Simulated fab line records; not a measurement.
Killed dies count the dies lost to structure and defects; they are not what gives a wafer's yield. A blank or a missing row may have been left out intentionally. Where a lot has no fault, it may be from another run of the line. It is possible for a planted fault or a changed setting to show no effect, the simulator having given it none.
Split-lot study + flow n5-finfet + route with 1938 steps; 7 lots, 21 wafers read

## ON THE SPLIT
At N5_BEOL_M3_ETCH_41 (etches SiCN in CH3F/O2, target depth 29.9 nm, time 52.5 s), the setting target-depth-a was moved away from the recipe's 299 angstrom on 5 of the 21 wafers read, by -8.5% to +8.3%. For the rest of the wafers, this setting stayed at what the recipe calls for.

The reading comes from the split's own step.

## THE READING
etch.depth-nm (the simulator's own value, which no gauge read), in nm, at N5_BEOL_M3_ETCH_41 (etches SiCN in CH3F/O2, target depth 29.9 nm, time 52.5 s). The file does not state a usual value for it. Across the 16 wafers here that went through the recipe, the average is 19.90 nm and the standard deviation 0.3 nm.

| wafer  | tool, chamber at the split | target-depth-a as run, angstrom | against the recipe | etch.depth-nm, nm | against lot-mates on the recipe |
|--------|----------------------------|---------------------------------|--------------------|-------------------|---------------------------------|
| L076.1 | rie-diel-06, 1             | 299                             | recipe             | 19.74             | -                               |
| L076.2 | rie-diel-06, 3             | 299                             | recipe             | 20.2              | -                               |
| L076.5 | rie-diel-06, 1             | 317.4                           | +6.2%              | 21.01             | +1.04                           |
| L075.1 | rie-diel-03, 3             | 299                             | recipe             | 20.03             | -                               |
| L075.2 | rie-diel-03, 1             | 299                             | recipe             | 19.77             | -                               |
| L075.4 | rie-diel-03, 0             | 299                             | recipe             | 20.23             | -                               |
| L079.3 | rie-diel-01, 2             | 323.7                           | +8.3%              | 21.91             | +1.97                           |
| L079.4 | rie-diel-01, 1             | 299                             | recipe             | 19.94             | -                               |
| L079.5 | rie-diel-01, 2             | 323.7                           | +8.3%              | 21.97             | +2.03                           |
| L080.2 | rie-diel-03, 2             | 299                             | recipe             | 19.36             | -                               |
| L080.3 | rie-diel-03, 3             | 286.8                           | -4.1%              | 18.96             | -0.62                           |
| L080.5 | rie-diel-03, 3             | 299                             | recipe             | 19.81             | -                               |
| L089.2 | rie-diel-01, 2             | 299                             | recipe             | 20.26             | -                               |
| L089.3 | rie-diel-01, 0             | 299                             | recipe             | 19.98             | -                               |
| L089.6 | rie-diel-01, 0             | 299                             | recipe             | 20.01             | -                               |
| L092.1 | rie-diel-06, 1             | 299                             | recipe             | 19.11             | -                               |
| L092.3 | rie-diel-06, 3             | 299                             | recipe             | 19.95             | -                               |
| L092.4 | rie-diel-06, 2             | 299                             | recipe             | 20.11             | -                               |
| L097.2 | rie-diel-01, 2             | 299                             | recipe             | 20.16             | -                               |
| L097.5 | rie-diel-01, 0             | 273.7                           | -8.5%              | 18.2              | -1.77                           |
| L097.6 | rie-diel-01, 1             | 299                             | recipe             | 19.77             | -                               |

THE FIT
A straight line over all 21 wafers: etch.depth-nm changes by +0.223 nm for each +1% of target-depth-a; r = +0.94; the points scatter about the line by 0.29 nm.
The same after taking each lot's own level away (the mean of its wafers on the recipe; 21 wafers): +0.216 nm for each +1%; r = +0.95; scatter 0.26 nm.
The reading moves by 1.8 nm for the largest change in target-depth-a, on that fit.
Across the lots, their own levels run from 19.585 to 20.083 nm, a range of 1.6 times the standard deviation given above.
Hence the lot-to-lot level has little effect on the slope; both slopes agree.
Check: with one of the wafers moved furthest among these (-8.5%) left out of the fit, the line predicts -1.83 nm for it against its lot-mates. It came out at -1.77 nm against them.

## FURTHER SPLITS ON THESE WAFERS
Before the reading, these wafers also passed through other splits. Each is held against what the fit with the lots' levels taken away leaves over:
| other split on the same wafers   | wafers away from the commonest value | r with etch.depth-nm (lot level and that fit taken away) |
|----------------------------------|--------------------------------------|----------------------------------------------------------|
| N5_BEOL_M0_SAQP_ETCH_88 source-w | 9                                    | -0.15                                                    |
| N5_BEOL_M1_EXPOSE_25 dose-mj     | 5                                    | +0.07                                                    |
| N5_BEOL_M3_ETCH_70 source-w      | 7                                    | -0.04                                                    |

## THE FILE'S OWN FIT
etch.depth-nm changes by +0.208 nm for each +1% of target-depth-a, r = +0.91.
